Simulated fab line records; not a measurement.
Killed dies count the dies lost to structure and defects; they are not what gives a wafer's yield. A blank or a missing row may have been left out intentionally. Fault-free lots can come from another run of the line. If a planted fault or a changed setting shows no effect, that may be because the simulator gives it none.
Chamber matching + flow n5 finfet + N5_BEOL_M0_SAQP_STRIP_108 on rie diel-01 has 4 sister chambers
The step strips in N2/H2. 4 wafers are shown with their chamber, then 8 later ones without.

## EACH WAFER AND ITS CHAMBER
| wafer  | chamber | showerhead plenum p Torr (Torr) |
|--------|---------|---------------------------------|
| L079.4 | 0       | 3.31                            |
| L080.4 | 1       | 3.19                            |
| L080.5 | 3       | 3.44                            |
| L085.1 | 2       | 3.40                            |

## WAFERS MISSING THEIR CHAMBER
| wafer  | showerhead plenum p Torr (Torr) |
|--------|---------------------------------|
| L085.2 | 3.43                            |
| L085.6 | 3.30                            |
| L086.3 | 3.43                            |
| L086.5 | 3.40                            |
| L086.6 | 3.43                            |
| L093.1 | 3.29                            |
| L093.4 | 3.40                            |
| L093.5 | 3.18                            |

## WHICH CHAMBER EACH WENT THROUGH
| wafer  | from the rows above     | in truth |
|--------|-------------------------|----------|
| L085.2 | can't be placed: 3 or 2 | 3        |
| L085.6 | 0                       | 0        |
| L086.3 | can't be placed: 3 or 2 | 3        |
| L086.5 | 2                       | 2        |
| L086.6 | can't be placed: 3 or 2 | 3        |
| L093.1 | 0                       | 0        |
| L093.4 | 2                       | 2        |
| L093.5 | 1                       | 1        |
Correctly placed: 5 of 8. From these rows, 3 cannot be placed; in 3 the true chamber is one of the candidates. Number placed wrongly: 0.
How it was worked out, from the rows above alone: a wafer's distance from a chamber is the root of the sum, over the readings, of the square of ((its reading less the chamber's mean) divided by the reading's scatter). The wafer belongs to the nearest chamber; if the next one is less than 2 further off, it can't be placed. The mean given for a chamber averages the wafers shown for that chamber. The scatter: with one shown wafer a chamber, the root of the mean of the squares of how far each hidden wafer lies from its nearest shown one.
